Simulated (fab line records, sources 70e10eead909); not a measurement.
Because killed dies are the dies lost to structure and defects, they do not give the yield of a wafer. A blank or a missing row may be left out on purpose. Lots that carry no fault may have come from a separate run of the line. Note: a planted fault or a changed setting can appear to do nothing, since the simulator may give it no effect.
fab line records -- flow nand-harc
[record] lots = 14, wafers = 42, last-day = 33
route steps=1302 shown A_START@389 A_ZERO_WELL@411 A_ONON_D1@426 END@1302
lots that met no fault: taken from a fault-free run of the same line
start-h: the number of hours between the record's first day and the start of the first shown wafer of the lot -- wait-h: hours since the lot's step before -- " identical to the entry in the row above -- L1.1+2: a single row standing in for several wafers -- - no value present, or no start provided -- * or withheld: withheld -- < > ~ a bound
route shown NAME@n: a module of which the file shows steps, and the number in the route of the first -- usual: mean/standard deviation taken from wafers without a fault -- same: alike in all rows -- chamber/n: place in a boat -- sites: per-site readings -- _std_site: how widely they spread, as a standard deviation -- _edge_site: inner sites' mean taken away from outer sites' mean -- radius-mm: for every site, how far away it sits from the centre of the wafer -- mask NAME#n: copy n -- behind: the most recent tool/chamber to have shaped the wafer -- hold: reason for holding the lot/hours on hold/outcome of the hold -- device: transistor that didn't switch, given as n, p or np -- end of line: the tests these same wafers got at the end of their route -- a step given without rows: its recipe and nothing more -- killed: the dies lost at the first sort to structure and to defects; this is not the yield of the wafer -- map: dies across one wafer; x = killed, . = not, _ = none there
set.NAME: the setting as run; set.NAME@STEP: as run at that earlier step -- model.NAME: the simulator's own value behind a step, which no gauge read
the route's steps for a sample of lots (tables are steps, rows are wafers)
services: a tool's chamber out of use, with start hour (start-h, from the record's first day; less than 0 if before it), hours out, and reason
[[steps]]
[step NHARC_A_START_INSPECT_01]
[usual] raw-defect-count = 3.6/1.9
lot.wafer,tool,chamber,start-h,wait-h,raw-defect-count
L937.2,defect-inspect-01,-,141.76,-,7
L937.5,defect-inspect-01,-,141.76,-,5
L937.6,defect-inspect-01,-,141.76,-,1
L939.1,defect-inspect-02,-,158.44,-,2
L939.2,defect-inspect-02,-,158.44,-,6
L939.6,defect-inspect-02,-,158.44,-,6
L940.1,defect-inspect-01,-,168.00,-,3
L940.2,defect-inspect-01,-,168.00,-,6
L940.5,defect-inspect-01,-,168.00,-,0
L941.2,defect-inspect-01,-,175.11,-,3
L941.3,defect-inspect-01,-,175.11,-,3
L941.6,defect-inspect-01,-,175.11,-,1
L942.3,defect-inspect-01,-,185.55,-,11
L942.4,defect-inspect-01,-,185.55,-,4
L942.5,defect-inspect-01,-,185.55,-,6
L938.1,defect-inspect-02,-,196.98,-,3
L938.2,defect-inspect-02,-,196.98,-,2
L938.3,defect-inspect-02,-,196.98,-,4
L943.1,defect-inspect-01,-,200.45,-,4
L943.3,defect-inspect-01,-,200.45,-,0
L943.5,defect-inspect-01,-,200.45,-,3
L947.1,defect-inspect-02,-,237.64,-,1
L947.2,defect-inspect-02,-,237.64,-,1
L947.6,defect-inspect-02,-,237.64,-,4
L949.1,defect-inspect-01,-,260.80,-,5
L949.3,defect-inspect-01,-,260.80,-,6
L949.5,defect-inspect-01,-,260.80,-,2
L950.1,defect-inspect-01,-,280.15,-,3
L950.4,defect-inspect-01,-,280.15,-,5
L950.6,defect-inspect-01,-,280.15,-,6
L951.1,defect-inspect-01,-,280.48,-,1
L951.5,defect-inspect-01,-,280.48,-,2
L951.6,defect-inspect-01,-,280.48,-,2
L957.1,defect-inspect-01,-,338.35,-,7
L957.4,defect-inspect-01,-,338.35,-,2
L957.5,defect-inspect-01,-,338.35,-,3
L958.1,defect-inspect-02,-,348.98,-,3
L958.5,defect-inspect-02,-,348.98,-,3
L958.6,defect-inspect-02,-,348.98,-,4
L959.1,defect-inspect-01,-,355.31,-,7
L959.3,defect-inspect-01,-,355.31,-,3
L959.5,defect-inspect-01,-,355.31,-,4
[step NHARC_A_ZERO_WELL_RTA_16]
[recipe] temp-c = 1000, time-s = 10
[usual] lamp-power-pct = 27.6/0.57, lamp_zone_4_pct = 27.6/0.57, wafer_temp_C_max = 1004.2/0.98
lot.wafer,tool,chamber,start-h,wait-h,lamp-power-pct,lamp_zone_4_pct,wafer_temp_C_max
L937.2,rtp-anneal-01,0,143.89,-,28.0,28.0,1004.0
L937.5,rtp-anneal-01,0,143.89,-,28.0,28.1,1004.8
L937.6,rtp-anneal-01,0,143.89,-,28.0,28.0,1004.4
L939.1,rtp-anneal-01,0,160.42,-,28.0,28.0,1005.7
L939.2,rtp-anneal-01,0,160.42,-,28.0,28.0,1004.6
L939.6,rtp-anneal-01,0,160.42,-,28.0,28.0,1003.5
L940.1,rtp-anneal-01,0,170.12,-,28.0,28.0,1004.2
L940.2,rtp-anneal-01,0,170.12,-,28.0,28.0,1004.7
L940.5,rtp-anneal-01,0,170.12,-,28.0,28.0,1004.7
L941.2,rtp-anneal-01,0,177.28,-,28.0,28.0,1004.4
L941.3,rtp-anneal-01,0,177.28,-,28.0,28.0,1002.9
L941.6,rtp-anneal-01,0,177.28,-,28.0,28.0,1003.7
L942.3,rtp-anneal-01,0,187.74,-,28.0,28.0,1005.8
L942.4,rtp-anneal-01,0,187.74,-,28.0,28.0,1004.8
L942.5,rtp-anneal-01,0,187.74,-,28.0,28.0,1004.6
L938.1,rtp-anneal-01,0,198.95,-,28.1,28.0,1003.4
L938.2,rtp-anneal-01,0,198.95,-,28.0,28.0,1003.6
L938.3,rtp-anneal-01,0,198.95,-,28.0,28.0,1004.8
L943.1,rtp-anneal-02,0,202.57,-,26.8,26.8,1003.3
L943.3,rtp-anneal-02,0,202.57,-,26.7,26.8,1003.1
L943.5,rtp-anneal-02,0,202.57,-,26.7,26.7,1003.3
L947.1,rtp-anneal-01,0,239.63,-,28.0,28.0,1004.3
L947.2,rtp-anneal-01,0,239.63,-,28.0,28.1,1005.6
L947.6,rtp-anneal-01,0,239.63,-,28.0,28.0,1005.7
L949.1,rtp-anneal-02,0,262.95,-,26.8,26.8,1003.3
L949.3,rtp-anneal-02,0,262.95,-,26.7,26.8,1004.3
L949.5,rtp-anneal-02,0,262.95,-,26.8,26.8,1004.6
L950.1,rtp-anneal-02,0,282.14,-,26.7,26.8,1003.3
L950.4,rtp-anneal-02,0,282.14,-,26.7,26.7,1004.1
L950.6,rtp-anneal-02,0,282.14,-,26.8,26.8,1003.5
L951.1,rtp-anneal-01,0,282.59,-,28.0,28.0,1004.2
L951.5,rtp-anneal-01,0,282.59,-,28.0,28.0,1004.4
L951.6,rtp-anneal-01,0,282.59,-,28.1,28.0,1004.0
L957.1,rtp-anneal-01,0,340.46,-,28.0,28.0,1005.4
L957.4,rtp-anneal-01,0,340.46,-,28.0,28.0,1004.7
L957.5,rtp-anneal-01,0,340.46,-,28.0,28.0,1004.9
L958.1,rtp-anneal-01,0,351.09,-,28.0,28.0,1002.9
L958.5,rtp-anneal-01,0,351.09,-,28.0,28.0,1004.6
L958.6,rtp-anneal-01,0,351.09,-,28.0,28.0,1004.0
L959.1,rtp-anneal-01,0,357.41,-,27.9,28.0,1005.5
L959.3,rtp-anneal-01,0,357.41,-,28.0,28.0,1004.2
L959.5,rtp-anneal-01,0,357.41,-,28.0,27.9,1003.1
[step NHARC_A_ZERO_WELL_INSPECT_17]
[usual] raw-defect-count = 11/5.2
lot.wafer,tool,chamber,start-h,wait-h,raw-defect-count
L937.2,defect-inspect-01,-,144.06,0.1,23
L937.5,defect-inspect-01,-,144.06,0.1,22
L937.6,defect-inspect-01,-,144.06,0.1,11
L939.1,defect-inspect-01,-,160.62,0.2,11
L939.2,defect-inspect-01,-,160.62,0.2,14
L939.6,defect-inspect-01,-,160.62,0.2,11
L940.1,defect-inspect-02,-,170.32,0.2,2
L940.2,defect-inspect-02,-,170.32,0.2,6
L940.5,defect-inspect-02,-,170.32,0.2,5
L941.2,defect-inspect-02,-,177.45,0.1,11
L941.3,defect-inspect-02,-,177.45,0.1,17
L941.6,defect-inspect-02,-,177.45,0.1,25
L942.3,defect-inspect-02,-,187.89,0.1,3
L942.4,defect-inspect-02,-,187.89,0.1,15
L942.5,defect-inspect-02,-,187.89,0.1,15
L938.1,defect-inspect-02,-,199.15,0.2,10
L938.2,defect-inspect-02,-,199.15,0.2,8
L938.3,defect-inspect-02,-,199.15,0.2,6
L943.1,defect-inspect-02,-,202.77,0.2,11
L943.3,defect-inspect-02,-,202.77,0.2,9
L943.5,defect-inspect-02,-,202.77,0.2,15
L947.1,defect-inspect-01,-,239.82,0.2,7
L947.2,defect-inspect-01,-,239.82,0.2,6
L947.6,defect-inspect-01,-,239.82,0.2,19
L949.1,defect-inspect-01,-,263.15,0.2,14
L949.3,defect-inspect-01,-,263.15,0.2,7
L949.5,defect-inspect-01,-,263.15,0.2,8
L950.1,defect-inspect-01,-,282.34,0.2,13
L950.4,defect-inspect-01,-,282.34,0.2,10
L950.6,defect-inspect-01,-,282.34,0.2,10
L951.1,defect-inspect-01,-,282.79,0.2,11
L951.5,defect-inspect-01,-,282.79,0.2,6
L951.6,defect-inspect-01,-,282.79,0.2,5
L957.1,defect-inspect-01,-,340.66,0.2,12
L957.4,defect-inspect-01,-,340.66,0.2,17
L957.5,defect-inspect-01,-,340.66,0.2,6
L958.1,defect-inspect-01,-,351.28,0.2,13
L958.5,defect-inspect-01,-,351.28,0.2,13
L958.6,defect-inspect-01,-,351.28,0.2,9
L959.1,defect-inspect-01,-,357.60,0.2,17
L959.3,defect-inspect-01,-,357.60,0.2,17
L959.5,defect-inspect-01,-,357.60,0.2,16
[step NHARC_A_ONON_D1_DEP_03]
[recipe] target-thk-a = 10000, n2-flow-sccm = 2750, n2o-flow-sccm = 2000, nh3-flow-sccm = 500, sih4-flow-sccm = 210, temp-c = 400
lot.wafer,tool,chamber,start-h,wait-h
L937.2+5+6,pecvd-onon-02,0,166.76,0.1
L939.1+2+6,pecvd-onon-02,0,182.91,0.1
L940.1+2+5,pecvd-onon-01,0,190.69,0.1
L941.2+3+6,pecvd-onon-01,0,197.98,0.1
L942.3+4+5,pecvd-onon-01,0,212.03,0.2
L938.1+2+3,pecvd-onon-03,0,221.75,0.1
L943.1+3+5,pecvd-onon-01,0,226.09,0.1
L947.1+2+6,pecvd-onon-02,0,258.90,0.1
L949.1+3+5,pecvd-onon-02,0,283.64,0.1
L950.1+4+6,pecvd-onon-03,0,306.00,0.1
L951.1+5+6,pecvd-onon-02,0,306.01,0.1
L957.1+4+5,pecvd-onon-01,0,362.80,0.1
L958.1+5+6,pecvd-onon-01,0,372.38,0.1
L959.1+3+5,pecvd-onon-03,0,378.11,0.1
[step NHARC_A_ONON_D1_THK_MEAS_05]
[recipe] thk-meas-gauge = ellipsometry
[usual] thk-nm = 1000/9.7
lot.wafer,tool,chamber,start-h,wait-h,thk-nm
L937.2,film-metro-02,-,167.21,-,1002
L937.5,film-metro-02,-,167.21,-,1003
L937.6,film-metro-02,-,167.21,-,1002
L939.1,film-metro-02,-,183.41,-,1001
L939.2,film-metro-02,-,183.41,-,1000
L939.6,film-metro-02,-,183.41,-,1001
L940.1,film-metro-02,-,191.20,-,997
L940.2,film-metro-02,-,191.20,-,996
L940.5,film-metro-02,-,191.20,-,996
L941.2,film-metro-01,-,198.43,-,1022
L941.3,film-metro-01,-,198.43,-,1022
L941.6,film-metro-01,-,198.43,-,1021
L942.3,film-metro-01,-,212.42,-,985
L942.4,film-metro-01,-,212.42,-,983
L942.5,film-metro-01,-,212.42,-,986
L938.1,film-metro-02,-,222.25,-,1009
L938.2,film-metro-02,-,222.25,-,1007
L938.3,film-metro-02,-,222.25,-,1010
L943.1,film-metro-02,-,226.59,-,990
L943.3,film-metro-02,-,226.59,-,991
L943.5,film-metro-02,-,226.59,-,990
L947.1,film-metro-02,-,259.41,-,994
L947.2,film-metro-02,-,259.41,-,994
L947.6,film-metro-02,-,259.41,-,991
L949.1,film-metro-02,-,284.15,-,1557
L949.3,film-metro-02,-,284.15,-,1557
L949.5,film-metro-02,-,284.15,-,1556
L950.1,film-metro-02,-,306.51,-,995
L950.4,film-metro-02,-,306.51,-,994
L950.6,film-metro-02,-,306.51,-,995
L951.1,film-metro-02,-,306.52,-,1562
L951.5,film-metro-02,-,306.52,-,1564
L951.6,film-metro-02,-,306.52,-,1562
L957.1,film-metro-01,-,363.35,-,1007
L957.4,film-metro-01,-,363.35,-,1006
L957.5,film-metro-01,-,363.35,-,1006
L958.1,film-metro-01,-,372.89,-,999
L958.5,film-metro-01,-,372.89,-,999
L958.6,film-metro-01,-,372.89,-,997
L959.1,film-metro-01,-,378.61,-,987
L959.3,film-metro-01,-,378.61,-,989
L959.5,film-metro-01,-,378.61,-,986
[step NHARC_END_SORT_01]
[recipe] temp-c = 25
[usual] killed-at-array = 55/22, killed-at-other = 1.1/1.4, killed-at-periphery = 4/3.2, killed-dies = 59/22, killed-open = 3.3/1.8, killed-short = 2.5/1.5
[same] gross-dies = 677
lot.wafer,tool,chamber,start-h,wait-h,killed-at-array,killed-at-other,killed-at-periphery,killed-dies,killed-open,killed-short
L949.1,prober-02,0,689.92,2.5,674,0,3,677,3,3
L949.3,prober-02,0,691.53,3.1,676,0,1,677,3,3
L949.5,prober-02,0,693.15,3.7,669,2,6,677,3,1
L951.1,prober-01,0,716.85,2.5,674,1,2,677,4,3
L951.5,prober-01,0,720.05,3.7,675,1,1,677,5,1
L951.6,prober-01,0,720.84,4.0,673,1,3,677,4,2
// killed by level:class
L949.1 A_ONON_D1:area-dep=568 A_SLIT:chamber-film-flake=42 A_CHANNEL_HOLE_D1:chamber-film-flake=30 A_CHANNEL_HOLE_D2:chamber-film-flake=21 A_STAIRCASE:chamber-film-flake=6 A_CONTACT:chamber-film-flake=2 P_M0:geometric-particle:open=1 P_BONDPAD:geometric-particle:open=1
L949.3 A_ONON_D1:area-dep=563 A_SLIT:chamber-film-flake=42 A_CHANNEL_HOLE_D1:chamber-film-flake=33 A_CHANNEL_HOLE_D2:chamber-film-flake=23 A_M1:chamber-film-flake=4 A_CONTACT:chamber-film-flake=3 A_WL_FILL:chamber-film-flake=2 P_M0:geometric-particle:short=1
L949.5 A_ONON_D1:area-dep=597 A_SLIT:chamber-film-flake=31 A_CHANNEL_HOLE_D1:chamber-film-flake=13 A_CHANNEL_HOLE_D2:chamber-film-flake=11 A_STAIRCASE:chamber-film-flake=5 A_ZERO_WELL:chamber-film-flake=3 A_CONTACT:chamber-film-flake=3 THIN_TSV:chamber-film-flake=2
L951.1 A_ONON_D1:area-dep=611 A_SLIT:chamber-film-flake=29 A_CHANNEL_HOLE_D1:chamber-film-flake=13 A_CONTACT:chamber-film-flake=9 A_STAIRCASE:chamber-film-flake=3 A_CHANNEL_HOLE_D2:chamber-film-flake=2 P_M0:geometric-particle:open=1 A_CHANNEL_FILL_D1:geometric-particle:open=1
L951.5 A_ONON_D1:area-dep=619 A_SLIT:chamber-film-flake=26 A_CHANNEL_HOLE_D1:chamber-film-flake=14 A_CONTACT:chamber-film-flake=5 A_STAIRCASE:chamber-film-flake=5 P_CONTACT:geometric-particle:open=1 A_SOURCE_PLATE:geometric-particle:short=1 A_CHANNEL_FILL_D1:geometric-particle:open=1
L951.6 A_ONON_D1:area-dep=605 A_SLIT:chamber-film-flake=37 A_CHANNEL_HOLE_D1:chamber-film-flake=14 A_CONTACT:chamber-film-flake=8 A_CHANNEL_FILL_D2:chamber-film-flake=3 P_M0:geometric-particle:open=1 P_M2:geometric-particle:open=1 A_STAIRCASE:geometric-particle:open=1
[[services]]
tool,chamber,start-h,hours,kind
pecvd-onon-02,-,185.28,13.0,pm
pecvd-onon-03,-,227.00,13.0,pm
pecvd-onon-01,-,269.95,13.0,pm
pecvd-onon-02,-,366.28,13.0,pm
rtp-anneal-01,-,372.00,12.0,pm
[[key]]
[first-sign] step = NHARC_A_ONON_D1_THK_MEAS_05, reading = thk-nm, direction = up, sigmas = 57, usual = 1000, struck = 1560
[effect] step = NHARC_END_SORT_01, reading = killed-dies, direction = up, sigmas = 28, usual = 59, struck = 677
[more-kills-born-at] NHARC_A_ONON_D1_DEP_03@pecvd-onon-02 = 3563
met-at NHARC_A_ONON_D1_DEP_03
struck-lots L949,L951
struck-wafers L949.1,L949.3,L949.5,L951.1,L951.5,L951.6
later-rows-left-out L949.1,L949.3,L949.5,L951.1,L951.5,L951.6
tester-left-out L949,L951
not-acting-at NHARC_A_START_INSPECT_01,NHARC_A_ZERO_WELL_RTA_16,NHARC_A_ZERO_WELL_INSPECT_17
onset-between 258.90 283.64
[fault] kind = process-parameter-drift, tool = pecvd-onon-02, chamber = 0, onset-h = 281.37, steps = NHARC_A_ONON_D1_DEP_03, channel = target-thk-a, offset = *, shape = step, end-h = 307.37, acts-in = *, stated = *
// tester-left-out: of these lots the tester's yield and bins aren't shown, on N5 and GAA mostly nor the transistor test; their killed dies are dies lost to structure and defects alone, not to doping, threshold or leakage, so they don't give the yield
// later-rows-left-out: the simulator's readings of these wafers behind a module that went badly wrong aren't trusted and aren't shown, but for the sort
